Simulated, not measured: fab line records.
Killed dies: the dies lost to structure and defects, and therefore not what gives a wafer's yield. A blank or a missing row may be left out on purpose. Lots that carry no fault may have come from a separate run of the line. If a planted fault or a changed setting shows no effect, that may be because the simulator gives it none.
Which tool was responsible?	flow nand-harc	Sampling: 24 lots, 72 wafers, 6 of 1302 route steps

WHAT EACH GAUGE READ, for each wafer
NHARC_A_SLIT_CD_MEAS_09 targets a cd of 300 nm. Usual: 299.9 nm for cd-nm, sd 0.46.
lot	measured	on	cd-nm (nm)	flag
L074	day 19 15:52	cd-sem-01	299.9 299.4 299.3	
L075	day 20 15:43	cd-sem-03	300.4 300.0 300.4	
L076	day 21 05:22	cd-sem-02	300.5 299.6 300.7	
L078	day 21 05:12	cd-sem-02	299.4 300.5 299.8	
L077	day 21 15:05	cd-sem-03	299.6 300.1 301.0	
L079	day 22 01:16	cd-sem-01	299.5 299.3 299.2	
L080	day 22 10:29	cd-sem-01	299.4 300.3 300.1	
L081	day 23 01:47	cd-sem-01	299.6 299.0 299.9	
L082	day 23 01:46	cd-sem-03	299.7 299.6 300.4	
L083	day 23 14:14	cd-sem-03	299.5 299.7 299.3	
L084	day 23 13:32	cd-sem-01	300.4 300.0 300.3	
L086	day 24 14:32	cd-sem-02	299.8 299.2 299.0	
L087	day 24 18:18	cd-sem-01	299.7 300.2 299.8	
L085	day 24 18:28	cd-sem-02	300.1 299.9 300.2	
L088	day 25 01:53	cd-sem-02	300.4 300.2 300.2	
L089	day 25 02:46	cd-sem-02	299.7 300.3 300.4	
L090	day 26 00:07	cd-sem-01	300.7 300.3 300.0	
L091	day 26 20:12	cd-sem-01	299.7 299.8 300.0	
L092	day 27 03:10	cd-sem-01	299.9 299.5 299.8	
L093	day 27 21:53	cd-sem-01	299.5 299.6 299.2	
L094	day 28 08:16	cd-sem-03	299.9 299.9 299.0	
L095	day 28 08:26	cd-sem-01	300.2 299.3 300.0	
L096	day 28 12:02	cd-sem-03	300.6 300.1 300.2	
L097	day 28 18:35	cd-sem-03	299.6 299.9 300.8	

NHARC_A_SLIT_CD_MEAS_21. Usual: 290.0 nm for cd-nm, sd 0.81.
lot	measured	on	cd-nm (nm)	flag
L074	day 19 22:23	cd-sem-02	291.4 289.8 291.1	
L075	day 20 22:15	cd-sem-01	290.0 289.6 289.6	
L076	day 21 11:51	cd-sem-01	290.2 289.5 290.9	
L078	day 21 11:39	cd-sem-02	290.1 289.7 290.0	
L077	day 21 21:32	cd-sem-01	288.6 288.6 288.9	
L079	day 22 07:40	cd-sem-01	290.8 290.6 289.7	
L080	day 23 00:02	cd-sem-01	289.3 289.8 289.9	
L081	day 23 08:16	cd-sem-01	289.3 289.9 288.7	
L082	day 23 08:19	cd-sem-03	291.9 290.6 290.9	
L083	day 23 20:46	cd-sem-03	289.7 290.9 291.0	
L084	day 23 20:25	cd-sem-02	289.8 290.5 291.0	
L086	day 24 21:00	cd-sem-01	291.0 290.7 289.9	
L087	day 25 00:49	cd-sem-02	289.5 289.0 289.3	
L085	day 25 01:29	cd-sem-01	290.5 290.4 291.1	
L088	day 25 08:48	cd-sem-03	288.7 288.7 288.3	
L089	day 25 12:38	cd-sem-01	290.2 289.7 290.1	
L090	day 26 06:37	cd-sem-02	291.7 290.1 290.7	
L091	day 27 02:44	cd-sem-03	290.2 290.3 291.2	
L092	day 27 13:31	cd-sem-01	289.0 290.2 289.1	
L093	day 28 04:20	cd-sem-02	287.8 288.8 288.9	
L094	day 28 14:44	cd-sem-03	289.5 289.7 290.3	
L095	day 28 15:44	cd-sem-01	291.2 290.3 290.1	
L096	day 28 18:31	cd-sem-01	290.7 290.2 289.2	
L097	day 29 02:32	cd-sem-03	289.6 290.2 290.0	

WHAT TOOL EACH LOT RAN ON (gives the tool, then ch and the chambers of the sampled wafers, and finally the start)
lot	NHARC_A_STAIRCASE_STRIP_475	NHARC_A_SGD_CUT_ETCH_59	NHARC_A_SLIT_DESCUM_14	NHARC_A_SLIT_STRIP_18
L074	rie-diel-07 ch 0,1, day 19 15:52 or earlier	rie-diel-08 ch 0,3, day 19 15:52 or earlier	rie-diel-06 ch 0,1, day 19 16:04	rie-diel-13 ch 2,3, day 19 22:23 or earlier
L075	rie-diel-10 ch 1,2, day 20 01:39	rie-diel-09 ch 1,2, day 20 15:43 or earlier	rie-diel-02 ch 0,2, day 20 15:55	rie-diel-06 ch 0,1,2, day 20 22:15 or earlier
L076	rie-diel-03 ch 0,2,3, day 20 15:50	rie-diel-09 ch 0,1,2, day 21 05:22 or earlier	rie-diel-13 ch 0,2, day 21 05:34	rie-diel-13 ch 0,2, day 21 11:51 or earlier
L078	rie-diel-03 ch 0,1,3, day 21 05:12 or earlier	rie-diel-04 ch 2,3, day 21 05:12 or earlier	rie-diel-02 ch 0,1,2, day 21 05:25	rie-diel-02 ch 0,1,3, day 21 11:39 or earlier
L077	rie-diel-03 ch 1,2,3, day 21 15:05 or earlier	rie-diel-04 ch 1,2,3, day 21 15:05 or earlier	rie-diel-13 ch 0,2,3, day 21 15:16	rie-diel-13 ch 1,2,3, day 21 21:32 or earlier
L079	rie-diel-10 ch 0,2,3, day 22 01:16 or earlier	rie-diel-09 ch 0,1,3, day 22 01:16 or earlier	rie-diel-13 ch 0,2, day 22 01:27	rie-diel-13 ch 1,2,3, day 22 07:40 or earlier
L080	rie-diel-03 ch 0,2, day 22 10:29 or earlier	rie-diel-04 ch 0,2, day 22 10:29 or earlier	rie-diel-13 ch 0,1, day 22 10:40	rie-diel-02 ch 2,3, day 23 00:02 or earlier
L081	rie-diel-07 ch 0,2,3, day 23 01:47 or earlier	rie-diel-04 ch 0,1,2, day 23 01:47 or earlier	rie-diel-02 ch 1,3, day 23 01:59	rie-diel-06 ch 0,2,3, day 23 08:16 or earlier
L082	rie-diel-10 ch 0,2,3, day 23 01:46 or earlier	rie-diel-09 ch 0,1,3, day 23 01:46 or earlier	rie-diel-13 ch 0,2,3, day 23 01:56	rie-diel-13 ch 0,1,3, day 23 08:19 or earlier
L083	rie-diel-07 ch 2,3, day 23 14:14 or earlier	rie-diel-09 ch 0,2,3, day 23 14:14 or earlier	rie-diel-06 ch 1,2, day 23 14:25	rie-diel-13 ch 0,1, day 23 20:46 or earlier
L084	rie-diel-10 ch 0,2,3, day 23 13:32 or earlier	rie-diel-04 ch 0,1, day 23 13:32 or earlier	rie-diel-02 ch 0,1,2, day 23 13:44	rie-diel-13 ch 0,2,3, day 23 20:25 or earlier
L086	rie-diel-03 ch 0,2, day 24 14:32 or earlier	rie-diel-08 ch 0,1,3, day 24 14:32 or earlier	rie-diel-02 ch 1,3, day 24 14:44	rie-diel-13 ch 0,2,3, day 24 21:00 or earlier
L087	rie-diel-10 ch 0,3, day 24 18:18 or earlier	rie-diel-04 ch 1,3, day 24 18:18 or earlier	rie-diel-13 ch 0,1, day 24 18:29	rie-diel-06 ch 0,1, day 25 00:49 or earlier
L085	rie-diel-03 ch 2,3, day 24 18:28 or earlier	rie-diel-08 ch 0,2,3, day 24 18:28 or earlier	rie-diel-02 ch 0,1,2, day 24 18:40	rie-diel-13 ch 0,1,3, day 25 01:29 or earlier
L088	rie-diel-10 ch 1,3, day 25 01:53 or earlier	rie-diel-04 ch 2,3, day 25 01:53 or earlier	rie-diel-13 ch 0,2, day 25 02:04	rie-diel-02 ch 0,2,3, day 25 08:48 or earlier
L089	rie-diel-07 ch 0,1,2, day 25 02:46 or earlier	rie-diel-08 ch 0,1,3, day 25 02:46 or earlier	rie-diel-06 ch 0,1,2, day 25 02:56	rie-diel-02 ch 0,1,2, day 25 12:38 or earlier
L090	rie-diel-10 ch 0,1,2, day 26 00:07 or earlier	rie-diel-09 ch 2,3, day 26 00:07 or earlier	rie-diel-06 ch 0,1,2, day 26 00:19	rie-diel-02 ch 0,1,3, day 26 06:37 or earlier
L091	rie-diel-07 ch 0,1,3, day 26 20:12 or earlier	rie-diel-08 ch 0,3, day 26 20:12 or earlier	rie-diel-06 ch 0,1, day 26 20:23	rie-diel-13 ch 0,2,3, day 27 02:44 or earlier
L092	rie-diel-03 ch 0,1,3, day 27 03:10 or earlier	rie-diel-09 ch 2,3, day 27 03:10 or earlier	rie-diel-06 ch 0,1,3, day 27 03:22	rie-diel-06 ch 1,2, day 27 13:31 or earlier
L093	rie-diel-03 ch 0,1,3, day 27 21:53 or earlier	rie-diel-09 ch 1,2, day 27 21:53 or earlier	rie-diel-13 ch 0,1,2, day 27 22:06	rie-diel-06 ch 0,2,3, day 28 04:20 or earlier
L094	rie-diel-10 ch 2,3, day 28 08:16 or earlier	rie-diel-09 ch 0,1,2, day 28 08:16 or earlier	rie-diel-13 ch 0,3, day 28 08:28	rie-diel-02 ch 2,3, day 28 14:44 or earlier
L095	rie-diel-07 ch 2,3, day 28 08:26 or earlier	rie-diel-04 ch 2,3, day 28 08:26 or earlier	rie-diel-06 ch 0,2,3, day 28 08:37	rie-diel-13 ch 0,1,2, day 28 15:44 or earlier
L096	rie-diel-10 ch 1,2,3, day 28 12:02 or earlier	rie-diel-08 ch 2,3, day 28 12:02 or earlier	rie-diel-13 ch 2,3, day 28 12:14	rie-diel-02 ch 1,2,3, day 28 18:31 or earlier
L097	rie-diel-03 ch 0,1, day 28 18:35 or earlier	rie-diel-08 ch 2,3, day 28 18:35 or earlier	rie-diel-02 ch 1,2,3, day 28 18:46	rie-diel-02 ch 0,2,3, day 29 02:32 or earlier
- NHARC_A_STAIRCASE_STRIP_475: strips in O2, time 20 s.
- NHARC_A_SGD_CUT_ETCH_59: etches the open film in N2/H2, target depth 260 nm, time 406.25 s.
- NHARC_A_SLIT_DESCUM_14: chemistry O2, time 3 s.
- NHARC_A_SLIT_STRIP_18: strips in O2.

AS READ BY THE TOOLS THEMSELVES (means over the sampled wafers that have a number; for cases with no such wafer, the mark the record gives instead)
NHARC_A_STAIRCASE_STRIP_475. Usual: drypump-motor-current-A 5.8 A, standard deviation 0.55; oes-product-au 1.001 a.u., standard deviation 0.0079; rf-vpp-V 57.7 V, standard deviation 0.94; showerhead-plenum-p-Torr 3.52 Torr, standard deviation 0.16; throttle-valve-pct 17.037 %, standard deviation 0.0092.
lot	tool	drypump-motor-current-A (A)	oes-product-au (a.u.)	rf-vpp-V (V)	showerhead-plenum-p-Torr (Torr)	throttle-valve-pct (%)	flag
L074	rie-diel-07	5.8	0.991	58.3	3.43	17.041	
L075	rie-diel-10	6.3	0.992	58.3	3.64	17.039	
L076	rie-diel-03	5.6	1.009	58.0	3.47	17.040	
L078	rie-diel-03	5.9	1.002	57.8	3.52	17.042	
L077	rie-diel-03	5.6	1.004	57.3	3.61	17.039	
L079	rie-diel-10	5.4	1.009	57.8	3.62	17.034	
L080	rie-diel-03	5.9	0.995	57.0	3.48	17.039	
L081	rie-diel-07	6.0	1.004	56.7	3.42	17.038	
L082	rie-diel-10	5.4	1.000	57.8	3.61	17.047	
L083	rie-diel-07	6.0	1.008	57.5	3.42	17.032	
L084	rie-diel-10	5.5	1.003	58.8	3.61	17.042	
L086	rie-diel-03	5.5	0.992	57.8	3.55	17.042	
L087	rie-diel-10	5.2	1.003	58.0	3.52	17.039	
L085	rie-diel-03	5.3	0.998	57.4	3.54	17.039	
L088	rie-diel-10	5.8	1.001	57.4	3.41	17.037	
L089	rie-diel-07	5.9	1.003	57.2	3.40	17.036	
L090	rie-diel-10	6.1	0.999	57.7	3.53	17.044	
L091	rie-diel-07	6.0	1.000	57.6	3.50	17.041	
L092	rie-diel-03	6.0	1.007	57.5	3.50	17.032	
L093	rie-diel-03	6.0	1.007	58.1	3.49	17.036	
L094	rie-diel-10	5.1	0.993	57.8	3.59	17.029	
L095	rie-diel-07	6.1	1.001	56.7	3.41	17.039	
L096	rie-diel-10	5.7	0.996	57.3	3.53	17.027	
L097	rie-diel-03	6.2	0.997	58.8	3.63	17.033	

NHARC_A_SGD_CUT_ETCH_59. Usual: drypump-motor-current-A 5.7 A, standard deviation 0.35; n2-flow-sccm 150.0 sccm, standard deviation 0.42; oes-product-au 1.005 a.u., standard deviation 0.011; rf-vpp-V 431.3 V, standard deviation 2.8; showerhead-plenum-p-Torr 2.07 Torr, standard deviation 0.099; throttle-valve-pct 14.171 %, standard deviation 0.0084.
lot	tool	drypump-motor-current-A (A)	n2-flow-sccm (sccm)	oes-product-au (a.u.)	rf-vpp-V (V)	showerhead-plenum-p-Torr (Torr)	throttle-valve-pct (%)	flag
L074	rie-diel-08	5.8	150.1	0.992	431.4	2.08	14.172	
L075	rie-diel-09	5.4	149.8	1.016	429.5	2.05	14.172	
L076	rie-diel-09	5.5	149.5	1.008	431.5	2.07	14.175	
L078	rie-diel-04	6.0	150.4	1.020	431.9	2.08	14.179	
L077	rie-diel-04	5.6	149.8	1.012	430.7	2.03	14.165	
L079	rie-diel-09	5.8	149.8	1.008	430.4	2.07	14.179	
L080	rie-diel-04	5.7	150.2	1.018	431.5	2.08	14.168	
L081	rie-diel-04	5.7	149.9	1.016	431.5	2.08	14.168	
L082	rie-diel-09	5.8	150.2	0.999	431.1	2.07	14.166	
L083	rie-diel-09	5.5	149.7	1.002	434.0	2.14	14.167	
L084	rie-diel-04	5.4	149.9	1.010	429.9	2.03	14.167	
L086	rie-diel-08	5.7	150.2	0.996	430.9	2.07	14.168	
L087	rie-diel-04	5.4	150.3	1.001	427.8	1.94	14.172	
L085	rie-diel-08	5.9	149.5	1.000	432.7	2.12	14.169	
L088	rie-diel-04	5.7	149.8	1.005	429.0	1.99	14.184	
L089	rie-diel-08	5.7	149.7	0.999	432.3	2.07	14.171	
L090	rie-diel-09	5.7	149.7	1.003	432.6	2.12	14.159	
L091	rie-diel-08	5.9	150.1	0.995	431.6	2.08	14.172	
L092	rie-diel-09	5.7	150.4	1.014	433.2	2.12	14.168	
L093	rie-diel-09	5.4	150.0	1.004	430.0	2.04	14.171	
L094	rie-diel-09	5.5	150.4	1.001	431.2	2.06	14.169	
L095	rie-diel-04	6.0	150.3	1.016	431.8	2.08	14.175	
L096	rie-diel-08	6.0	149.8	1.002	432.1	2.11	14.177	
L097	rie-diel-08	5.9	150.0	0.999	433.2	2.15	14.170	

NHARC_A_SLIT_DESCUM_14. Usual: drypump-motor-current-A 5.8 A, standard deviation 0.39; oes-product-au 1.000 a.u., standard deviation 0.0096; rf-vpp-V 57.9 V, standard deviation 0.86; showerhead-plenum-p-Torr 1.91 Torr, standard deviation 0.084; throttle-valve-pct 11.312 %, standard deviation 0.0099.
lot	tool	drypump-motor-current-A (A)	oes-product-au (a.u.)	rf-vpp-V (V)	showerhead-plenum-p-Torr (Torr)	throttle-valve-pct (%)	flag
L074	rie-diel-06	6.4	0.990	57.7	1.80	11.304	
L075	rie-diel-02	5.9	0.998	57.8	1.90	11.304	
L076	rie-diel-13	5.4	1.002	57.7	2.02	11.303	
L078	rie-diel-02	5.8	0.988	57.5	1.95	11.313	
L077	rie-diel-13	5.7	1.004	57.6	1.94	11.315	
L079	rie-diel-13	5.3	1.001	58.4	1.99	11.318	
L080	rie-diel-13	5.4	1.010	58.0	1.93	11.311	
L081	rie-diel-02	5.7	0.995	59.0	1.96	11.316	
L082	rie-diel-13	5.7	1.006	58.0	1.94	11.314	
L083	rie-diel-06	5.9	1.002	58.1	1.82	11.321	
L084	rie-diel-02	5.8	0.997	58.3	1.94	11.301	
L086	rie-diel-02	5.7	0.997	58.3	1.96	11.302	
L087	rie-diel-13	5.4	1.001	58.2	1.93	11.311	
L085	rie-diel-02	5.8	1.002	57.5	1.94	11.318	
L088	rie-diel-13	5.3	1.003	58.1	2.02	11.312	
L089	rie-diel-06	6.1	0.994	57.3	1.82	11.314	
L090	rie-diel-06	6.1	1.005	58.0	1.82	11.314	
L091	rie-diel-06	6.4	1.000	56.7	1.80	11.320	
L092	rie-diel-06	6.0	0.998	57.8	1.85	11.314	
L093	rie-diel-13	5.4	0.995	57.9	1.96	11.309	
L094	rie-diel-13	6.0	1.007	57.0	1.86	11.310	
L095	rie-diel-06	6.0	0.997	58.1	1.87	11.312	
L096	rie-diel-13	5.8	1.000	58.1	1.97	11.314	
L097	rie-diel-02	5.8	0.992	58.3	1.92	11.310	

NHARC_A_SLIT_STRIP_18. Usual: drypump-motor-current-A 5.8 A, standard deviation 0.4; oes-product-au 1.002 a.u., standard deviation 0.0097; rf-vpp-V 57.8 V, standard deviation 0.94; showerhead-plenum-p-Torr 3.54 Torr, standard deviation 0.15; throttle-valve-pct 17.036 %, standard deviation 0.0097.
lot	tool	drypump-motor-current-A (A)	oes-product-au (a.u.)	rf-vpp-V (V)	showerhead-plenum-p-Torr (Torr)	throttle-valve-pct (%)	flag
L074	rie-diel-13	6.1	1.002	58.3	3.50	17.032	
L075	rie-diel-06	6.2	0.999	57.6	3.38	17.028	
L076	rie-diel-13	5.3	1.000	57.7	3.71	17.031	
L078	rie-diel-02	5.7	0.996	58.2	3.65	17.036	
L077	rie-diel-13	5.9	1.011	58.3	3.55	17.036	
L079	rie-diel-13	5.9	1.008	57.6	3.55	17.049	
L080	rie-diel-02	5.8	1.003	58.1	3.52	17.036	
L081	rie-diel-06	6.0	1.005	57.2	3.46	17.036	
L082	rie-diel-13	5.9	1.002	57.1	3.49	17.042	
L083	rie-diel-13	5.4	1.001	57.7	3.57	17.041	
L084	rie-diel-13	5.7	1.009	57.8	3.58	17.023	
L086	rie-diel-13	5.7	1.009	58.0	3.57	17.037	
L087	rie-diel-06	6.4	1.000	57.6	3.33	17.025	
L085	rie-diel-13	5.9	1.009	58.5	3.49	17.031	
L088	rie-diel-02	5.8	1.001	57.8	3.57	17.026	
L089	rie-diel-02	5.8	1.003	58.4	3.58	17.033	
L090	rie-diel-02	5.7	0.999	57.9	3.65	17.038	
L091	rie-diel-13	5.7	1.007	59.1	3.57	17.031	
L092	rie-diel-06	5.9	1.005	57.1	3.42	17.038	
L093	rie-diel-06	6.0	0.997	57.1	3.46	17.039	
L094	rie-diel-02	5.9	0.996	57.3	3.45	17.034	
L095	rie-diel-13	5.4	1.001	58.9	3.61	17.048	
L096	rie-diel-02	5.8	0.998	57.6	3.54	17.031	
L097	rie-diel-02	5.8	1.003	57.8	3.56	17.040	

THE ANSWER, worked out from the rows above alone
Rule: lot off if the mean of its wafers having a number is beyond 3 standard deviations from the usual mean. A lot without any number at a reading at which 4 lots or more have one is off too. The other lots that the step has rows for count as sound. Order of review: gauges by route order, followed by the tools' own readings, for which a lot's mean as printed above is used. At the first step where some lot is off, the reading lying furthest off is the one used; lots without a number count as furthest.
Nothing can be told from this: no lot is off at any reading shown.

WHAT THE SIMULATOR HAD INSERTED
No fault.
